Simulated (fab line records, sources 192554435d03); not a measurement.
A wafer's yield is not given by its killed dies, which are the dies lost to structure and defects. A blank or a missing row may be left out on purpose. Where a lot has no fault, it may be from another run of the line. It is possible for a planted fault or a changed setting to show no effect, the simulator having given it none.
The tool behind it: which one? || flow n5_finfet || 9 lots, 25 wafers sampled, at 6 steps of a route of 1938

== WHAT THE GAUGES READ, wafer by wafer ==
N5_BEOL_M4_CD_MEAS_18: pitch 36 nm, target cd 18 nm. Usual: cd_nm at 17.98 nm, with a standard deviation of 0.29.
{"lot": "L757", "measured": "day 7 05:37", "on": "cd_sem-03", "cd_nm (nm)": "17.97 17.91 17.41", "flag": ""}
{"lot": "L760", "measured": "day 8 05:36", "on": "cd_sem-03", "cd_nm (nm)": "17.73 17.76 17.40", "flag": ""}
{"lot": "L764", "measured": "day 10 01:18", "on": "cd_sem-03", "cd_nm (nm)": "18.19 18.65 18.55", "flag": ""}
{"lot": "L767", "measured": "day 10 13:50", "on": "cd_sem-03", "cd_nm (nm)": "18.04 18.22 18.34", "flag": ""}
{"lot": "L770", "measured": "day 11 15:26", "on": "cd_sem-03", "cd_nm (nm)": "17.98 18.13", "flag": ""}
{"lot": "L773", "measured": "day 11 23:13", "on": "cd_sem-01", "cd_nm (nm)": "18.47 18.53", "flag": ""}
{"lot": "L778", "measured": "day 13 02:48", "on": "cd_sem-01", "cd_nm (nm)": "18.01 17.90 17.64", "flag": ""}
{"lot": "L780", "measured": "day 13 20:31", "on": "cd_sem-03", "cd_nm (nm)": "17.67 17.74 18.18", "flag": ""}
{"lot": "L779", "measured": "day 14 03:25", "on": "cd_sem-02", "cd_nm (nm)": "17.98 18.03 18.26", "flag": ""}

N5_BEOL_M4_CD_MEAS_28: target cd 26.2 nm, target cd y 24.1 nm. Usual: cd_nm at 26.17 nm, with a standard deviation of 0.23.
{"lot": "L757", "measured": "day 7 05:56", "on": "cd_sem-03", "cd_nm (nm)": "26.41 26.23 26.45", "flag": ""}
{"lot": "L760", "measured": "day 8 05:55", "on": "cd_sem-03", "cd_nm (nm)": "26.03 26.48 26.13", "flag": ""}
{"lot": "L764", "measured": "day 10 01:37", "on": "cd_sem-03", "cd_nm (nm)": "26.15 26.13 26.17", "flag": ""}
{"lot": "L767", "measured": "day 10 14:17", "on": "cd_sem-02", "cd_nm (nm)": "25.95 26.33 26.15", "flag": ""}
{"lot": "L770", "measured": "day 11 15:46", "on": "cd_sem-01", "cd_nm (nm)": "26.09 17.96", "flag": "OFF"}
{"lot": "L773", "measured": "day 11 23:32", "on": "cd_sem-02", "cd_nm (nm)": "26.02 19.34", "flag": "OFF"}
{"lot": "L778", "measured": "day 13 03:07", "on": "cd_sem-02", "cd_nm (nm)": "26.37 26.34 25.67", "flag": ""}
{"lot": "L780", "measured": "day 13 20:58", "on": "cd_sem-01", "cd_nm (nm)": "25.92 26.40 26.14", "flag": ""}
{"lot": "L779", "measured": "day 14 03:44", "on": "cd_sem-03", "cd_nm (nm)": "26.00 26.14 26.30", "flag": ""}

N5_BEOL_M4_RC_MEAS_101. Usual: DIBL_N 36.2 mV/V, standard deviation 1.2; DIBL_P 36.3 mV/V, standard deviation 1.3; IOFF_N 0.155 nA/um, standard deviation 0.019; IOFF_P 0.210 nA/um, standard deviation 0.029; ION_N 677 uA/um, standard deviation 8.6; ION_P 465 uA/um, standard deviation 6.8; SS_N 71.4 mV/dec, standard deviation 0.48; SS_P 73.2 mV/dec, standard deviation 0.53; VT_N 249.9 mV, standard deviation 2.4; VT_P -250 mV, standard deviation 3.2.
{"lot": "L757", "measured": "day 7 14:26", "on": "prober-02", "DIBL_N (mV/V)": "36.5 36.3 37.5", "DIBL_P (mV/V)": "36.8 36.4 37.9", "IOFF_N (nA/um)": "0.157 0.153 0.178", "IOFF_P (nA/um)": "0.199 0.198 0.220", "ION_N (uA/um)": "672 673 685", "ION_P (uA/um)": "464 459 469", "SS_N (mV/dec)": "71.7 71.1 71.9", "SS_P (mV/dec)": "72.9 73.6 72.6", "VT_N (mV)": "250.5 251.6 249.3", "VT_P (mV)": "-252 -250 -250", "flag": ""}
{"lot": "L760", "measured": "day 8 20:08", "on": "prober-01", "DIBL_N (mV/V)": "34.5 34.6 34.0", "DIBL_P (mV/V)": "35.1 34.9 34.1", "IOFF_N (nA/um)": "0.138 0.140 0.121", "IOFF_P (nA/um)": "0.196 0.194 0.177", "ION_N (uA/um)": "682 670 664", "ION_P (uA/um)": "470 465 456", "SS_N (mV/dec)": "70.4 70.7 70.3", "SS_P (mV/dec)": "73.4 72.7 72.9", "VT_N (mV)": "250.0 251.1 253.0", "VT_P (mV)": "-249 -251 -254", "flag": ""}
{"lot": "L764", "measured": "day 10 17:09", "on": "prober-01", "DIBL_N (mV/V)": "35.4 36.3 34.9", "DIBL_P (mV/V)": "36.0 36.8 35.4", "IOFF_N (nA/um)": "0.149 0.161 0.133", "IOFF_P (nA/um)": "0.187 0.198 0.178", "ION_N (uA/um)": "678 689 667", "ION_P (uA/um)": "464 469 464", "SS_N (mV/dec)": "71.4 71.6 71.3", "SS_P (mV/dec)": "72.9 73.5 73.0", "VT_N (mV)": "248.8 249.3 252.8", "VT_P (mV)": "-254 -252 -255", "flag": ""}
{"lot": "L767", "measured": "day 11 05:05", "on": "prober-01", "DIBL_N (mV/V)": "34.4 36.1 37.6", "DIBL_P (mV/V)": "33.4 36.1 37.4", "IOFF_N (nA/um)": "0.117 0.154 0.181", "IOFF_P (nA/um)": "0.192 0.227 0.253", "ION_N (uA/um)": "669 680 684", "ION_P (uA/um)": "470 474 470", "SS_N (mV/dec)": "70.6 71.4 71.6", "SS_P (mV/dec)": "72.5 73.4 74.0", "VT_N (mV)": "253.2 250.9 246.6", "VT_P (mV)": "-245 -247 -247", "flag": ""}
{"lot": "L770", "measured": "day 12 04:12", "on": "prober-01", "DIBL_N (mV/V)": 37.0, "DIBL_P (mV/V)": 35.5, "IOFF_N (nA/um)": 0.158, "IOFF_P (nA/um)": 0.207, "ION_N (uA/um)": 678, "ION_P (uA/um)": 463, "SS_N (mV/dec)": 71.4, "SS_P (mV/dec)": 73.4, "VT_N (mV)": 250.1, "VT_P (mV)": -250, "flag": ""}
{"lot": "L773", "measured": "day 12 16:52", "on": "prober-01", "DIBL_N (mV/V)": 34.9, "DIBL_P (mV/V)": 35.2, "IOFF_N (nA/um)": 0.129, "IOFF_P (nA/um)": 0.162, "ION_N (uA/um)": 666, "ION_P (uA/um)": 449, "SS_N (mV/dec)": 71.6, "SS_P (mV/dec)": 72.5, "VT_N (mV)": 256.9, "VT_P (mV)": -258, "flag": ""}
{"lot": "L778", "measured": "day 13 20:10", "on": "prober-02", "DIBL_N (mV/V)": "37.6 37.3 37.2", "DIBL_P (mV/V)": "36.5 37.1 36.3", "IOFF_N (nA/um)": "0.155 0.156 0.147", "IOFF_P (nA/um)": "0.207 0.218 0.203", "ION_N (uA/um)": "665 680 671", "ION_P (uA/um)": "457 465 467", "SS_N (mV/dec)": "71.7 71.6 71.3", "SS_P (mV/dec)": "72.6 72.3 73.1", "VT_N (mV)": "250.2 250.3 250.7", "VT_P (mV)": "-250 -249 -249", "flag": ""}
{"lot": "L780", "measured": "day 14 10:47", "on": "prober-02", "DIBL_N (mV/V)": "35.4 36.9 37.4", "DIBL_P (mV/V)": "33.4 35.5 36.0", "IOFF_N (nA/um)": "0.128 0.159 0.164", "IOFF_P (nA/um)": "0.159 0.188 0.199", "ION_N (uA/um)": "657 673 674", "ION_P (uA/um)": "451 459 458", "SS_N (mV/dec)": "70.9 71.7 71.9", "SS_P (mV/dec)": "72.4 72.8 73.6", "VT_N (mV)": "252.2 250.4 249.7", "VT_P (mV)": "-254 -251 -252", "flag": ""}
{"lot": "L779", "measured": "day 14 17:31", "on": "prober-02", "DIBL_N (mV/V)": "36.7 36.6 37.7", "DIBL_P (mV/V)": "36.1 35.9 38.0", "IOFF_N (nA/um)": "0.170 0.166 0.184", "IOFF_P (nA/um)": "0.206 0.199 0.240", "ION_N (uA/um)": "676 676 690", "ION_P (uA/um)": "466 461 471", "SS_N (mV/dec)": "71.5 70.6 72.1", "SS_P (mV/dec)": "73.0 73.5 73.9", "VT_N (mV)": "247.0 250.3 245.6", "VT_P (mV)": "-251 -252 -249", "flag": ""}

== EACH LOT AND THE TOOL THAT RAN IT (in order: tool; ch and the chambers of the sampled wafers; start) ==
{"lot": "L757", "N5_BEOL_M4_HM_OPEN_17": "rie_metal-02 ch 0,1, day 7 05:26", "N5_BEOL_M4_EXPOSE_25": "euv_scanner-02 ch 0, day 7 05:48", "N5_BEOL_M4_ETCH_69": "rie_diel-01 ch 1,2,3, day 7 06:07"}
{"lot": "L760", "N5_BEOL_M4_HM_OPEN_17": "rie_metal-01 ch 0,1, day 8 05:26", "N5_BEOL_M4_EXPOSE_25": "euv_scanner-01 ch 0, day 8 05:48", "N5_BEOL_M4_ETCH_69": "rie_diel-04 ch 1,2,3, day 8 06:05"}
{"lot": "L764", "N5_BEOL_M4_HM_OPEN_17": "rie_metal-02 ch 0,1, day 10 00:55", "N5_BEOL_M4_EXPOSE_25": "euv_scanner-01 ch 0, day 10 01:29", "N5_BEOL_M4_ETCH_69": "rie_diel-02 ch 0,1, day 10 01:49"}
{"lot": "L767", "N5_BEOL_M4_HM_OPEN_17": "rie_metal-02 ch 0,1, day 10 13:39", "N5_BEOL_M4_EXPOSE_25": "euv_scanner-02 ch 0, day 10 14:08", "N5_BEOL_M4_ETCH_69": "rie_diel-04 ch 1,2,3, day 10 14:27"}
{"lot": "L770", "N5_BEOL_M4_HM_OPEN_17": "rie_metal-03 ch 0,1, day 11 15:11", "N5_BEOL_M4_EXPOSE_25": "euv_scanner-02 ch 0, day 11 15:37", "N5_BEOL_M4_ETCH_69": "rie_diel-02 ch 0,1, day 11 15:59"}
{"lot": "L773", "N5_BEOL_M4_HM_OPEN_17": "rie_metal-03 ch 0,1, day 11 23:02", "N5_BEOL_M4_EXPOSE_25": "euv_scanner-02 ch 0, day 11 23:24", "N5_BEOL_M4_ETCH_69": "rie_diel-04 ch 2,3, day 12 00:09"}
{"lot": "L778", "N5_BEOL_M4_HM_OPEN_17": "rie_metal-01 ch 0, day 13 02:33", "N5_BEOL_M4_EXPOSE_25": "euv_scanner-01 ch 0, day 13 02:59", "N5_BEOL_M4_ETCH_69": "rie_diel-01 ch 2,3, day 13 03:17"}
{"lot": "L780", "N5_BEOL_M4_HM_OPEN_17": "rie_metal-01 ch 0,1, day 13 20:20", "N5_BEOL_M4_EXPOSE_25": "euv_scanner-01 ch 0, day 13 20:49", "N5_BEOL_M4_ETCH_69": "rie_diel-04 ch 0,2,3, day 13 21:08"}
{"lot": "L779", "N5_BEOL_M4_HM_OPEN_17": "rie_metal-03 ch 0,1, day 14 03:15", "N5_BEOL_M4_EXPOSE_25": "euv_scanner-01 ch 0, day 14 03:37", "N5_BEOL_M4_ETCH_69": "rie_diel-04 ch 2,3, day 14 04:08"}
- N5_BEOL_M4_HM_OPEN_17: chemistry Cl2/BCl3, target TiN, target depth 20 nm, overetch 6 nm.
- N5_BEOL_M4_EXPOSE_25: exposes mask V3, defocus 5 nm.
- N5_BEOL_M4_ETCH_69: etches SiARC in CF4, target depth 15.6 nm, time 26 s.

== AS READ BY THE TOOLS THEMSELVES (means over the sampled wafers that have a number; for cases with no such wafer, the mark the record gives instead) ==
N5_BEOL_M4_HM_OPEN_17. Usual: chamber_pressure_mTorr 9.999 mTorr, standard deviation 0.0094; drypump_motor_current_A 5.7 A, standard deviation 0.44; oes_product_au 0.68 a.u., standard deviation 0.059; throttle_valve_pct 22.06 %, standard deviation 0.11.
{"lot": "L757", "tool": "rie_metal-02", "chamber_pressure_mTorr (mTorr)": 9.998, "drypump_motor_current_A (A)": 6.0, "oes_product_au (a.u.)": 0.62, "throttle_valve_pct (%)": 22.06, "flag": ""}
{"lot": "L760", "tool": "rie_metal-01", "chamber_pressure_mTorr (mTorr)": 9.993, "drypump_motor_current_A (A)": 5.3, "oes_product_au (a.u.)": 0.73, "throttle_valve_pct (%)": 22.05, "flag": ""}
{"lot": "L764", "tool": "rie_metal-02", "chamber_pressure_mTorr (mTorr)": 9.998, "drypump_motor_current_A (A)": 5.9, "oes_product_au (a.u.)": 0.62, "throttle_valve_pct (%)": 22.06, "flag": ""}
{"lot": "L767", "tool": "rie_metal-02", "chamber_pressure_mTorr (mTorr)": 9.994, "drypump_motor_current_A (A)": 5.9, "oes_product_au (a.u.)": 0.62, "throttle_valve_pct (%)": 22.07, "flag": ""}
{"lot": "L770", "tool": "rie_metal-03", "chamber_pressure_mTorr (mTorr)": 10.000, "drypump_motor_current_A (A)": 6.0, "oes_product_au (a.u.)": 0.68, "throttle_valve_pct (%)": 22.06, "flag": ""}
{"lot": "L773", "tool": "rie_metal-03", "chamber_pressure_mTorr (mTorr)": 9.996, "drypump_motor_current_A (A)": 6.0, "oes_product_au (a.u.)": 0.68, "throttle_valve_pct (%)": 22.08, "flag": ""}
{"lot": "L778", "tool": "rie_metal-01", "chamber_pressure_mTorr (mTorr)": 9.989, "drypump_motor_current_A (A)": 5.3, "oes_product_au (a.u.)": 0.71, "throttle_valve_pct (%)": 22.11, "flag": ""}
{"lot": "L780", "tool": "rie_metal-01", "chamber_pressure_mTorr (mTorr)": 9.996, "drypump_motor_current_A (A)": 5.3, "oes_product_au (a.u.)": 0.69, "throttle_valve_pct (%)": 22.11, "flag": ""}
{"lot": "L779", "tool": "rie_metal-03", "chamber_pressure_mTorr (mTorr)": 10.009, "drypump_motor_current_A (A)": 5.9, "oes_product_au (a.u.)": 0.65, "throttle_valve_pct (%)": 22.03, "flag": ""}

N5_BEOL_M4_ETCH_69. Usual: chamber_pressure_mTorr 40.00 mTorr (standard deviation 0.032); drypump_motor_current_A 5.5 A (standard deviation 0.32); etch_rf_on_time_s 25.9 s (standard deviation 0.37); oes_product_au 0.69 a.u. (standard deviation 0.062); rf_vpp_V 184.3 V (standard deviation 1.1); showerhead_plenum_p_Torr 2.16 Torr (standard deviation 0.053); throttle_valve_pct 15.61 % (standard deviation 0.17).
{"lot": "L757", "tool": "rie_diel-01", "chamber_pressure_mTorr (mTorr)": 40.00, "drypump_motor_current_A (A)": 5.9, "etch_rf_on_time_s (s)": 25.7, "oes_product_au (a.u.)": 0.71, "rf_vpp_V (V)": 183.8, "showerhead_plenum_p_Torr (Torr)": 2.18, "throttle_valve_pct (%)": 15.46, "flag": ""}
{"lot": "L760", "tool": "rie_diel-04", "chamber_pressure_mTorr (mTorr)": 40.02, "drypump_motor_current_A (A)": 5.5, "etch_rf_on_time_s (s)": 25.6, "oes_product_au (a.u.)": 0.74, "rf_vpp_V (V)": 183.1, "showerhead_plenum_p_Torr (Torr)": 2.15, "throttle_valve_pct (%)": 15.53, "flag": ""}
{"lot": "L764", "tool": "rie_diel-02", "chamber_pressure_mTorr (mTorr)": 39.98, "drypump_motor_current_A (A)": 5.3, "etch_rf_on_time_s (s)": 25.7, "oes_product_au (a.u.)": 0.63, "rf_vpp_V (V)": 184.7, "showerhead_plenum_p_Torr (Torr)": 2.18, "throttle_valve_pct (%)": 15.98, "flag": ""}
{"lot": "L767", "tool": "rie_diel-04", "chamber_pressure_mTorr (mTorr)": 40.03, "drypump_motor_current_A (A)": 5.5, "etch_rf_on_time_s (s)": 25.4, "oes_product_au (a.u.)": 0.73, "rf_vpp_V (V)": 184.7, "showerhead_plenum_p_Torr (Torr)": 2.15, "throttle_valve_pct (%)": 15.57, "flag": ""}
{"lot": "L770", "tool": "rie_diel-02", "chamber_pressure_mTorr (mTorr)": 40.02, "drypump_motor_current_A (A)": 5.2, "etch_rf_on_time_s (s)": 26.1, "oes_product_au (a.u.)": 0.62, "rf_vpp_V (V)": 184.8, "showerhead_plenum_p_Torr (Torr)": 2.17, "throttle_valve_pct (%)": 15.96, "flag": ""}
{"lot": "L773", "tool": "rie_diel-04", "chamber_pressure_mTorr (mTorr)": 40.00, "drypump_motor_current_A (A)": 5.5, "etch_rf_on_time_s (s)": 25.6, "oes_product_au (a.u.)": 0.70, "rf_vpp_V (V)": 184.6, "showerhead_plenum_p_Torr (Torr)": 2.16, "throttle_valve_pct (%)": 15.62, "flag": ""}
{"lot": "L778", "tool": "rie_diel-01", "chamber_pressure_mTorr (mTorr)": 39.99, "drypump_motor_current_A (A)": 6.0, "etch_rf_on_time_s (s)": 26.1, "oes_product_au (a.u.)": 0.70, "rf_vpp_V (V)": 184.4, "showerhead_plenum_p_Torr (Torr)": 2.19, "throttle_valve_pct (%)": 15.42, "flag": ""}
{"lot": "L780", "tool": "rie_diel-04", "chamber_pressure_mTorr (mTorr)": 40.03, "drypump_motor_current_A (A)": 5.6, "etch_rf_on_time_s (s)": 25.9, "oes_product_au (a.u.)": 0.73, "rf_vpp_V (V)": 184.1, "showerhead_plenum_p_Torr (Torr)": 2.14, "throttle_valve_pct (%)": 15.57, "flag": ""}
{"lot": "L779", "tool": "rie_diel-04", "chamber_pressure_mTorr (mTorr)": 40.03, "drypump_motor_current_A (A)": 5.5, "etch_rf_on_time_s (s)": 25.5, "oes_product_au (a.u.)": 0.69, "rf_vpp_V (V)": 183.6, "showerhead_plenum_p_Torr (Torr)": 2.16, "throttle_valve_pct (%)": 15.66, "flag": ""}

== THE ANSWER, worked out from the rows above alone ==
Rule: a lot is off if the mean of its wafers that have a number lies more than 3 standard deviations from the usual mean. Also off: a lot with no number at a reading for which 4 or more lots have one. All remaining lots with rows at the step are treated as sound. Order of review: gauges by route order, followed by the tools' own readings, for which a lot's mean as printed above is used. The first step at which some lot is off is used, and at that step the reading that is off furthest; a lot without a number counts as furthest.
Off, at N5_BEOL_M4_CD_MEAS_28 on cd_nm: L770, L773.
If a tool, at a process step before that reading, ran all the lots that are off and no sound lot after the first of them, it fits. The gauges at N5_BEOL_M4_CD_MEAS_28 are tried like those tools. One candidate fits, namely euv_scanner-02 at N5_BEOL_M4_EXPOSE_25. A fault onset in the window from L767 (day 10 14:08, its last sound lot) to L770 (day 11 15:37, its first lot off) fits.

== WHAT THE SIMULATOR PUT IN ==
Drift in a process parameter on euv_scanner-02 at N5_BEOL_M4_EXPOSE_25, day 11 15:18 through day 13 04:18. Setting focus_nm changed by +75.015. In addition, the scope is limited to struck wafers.
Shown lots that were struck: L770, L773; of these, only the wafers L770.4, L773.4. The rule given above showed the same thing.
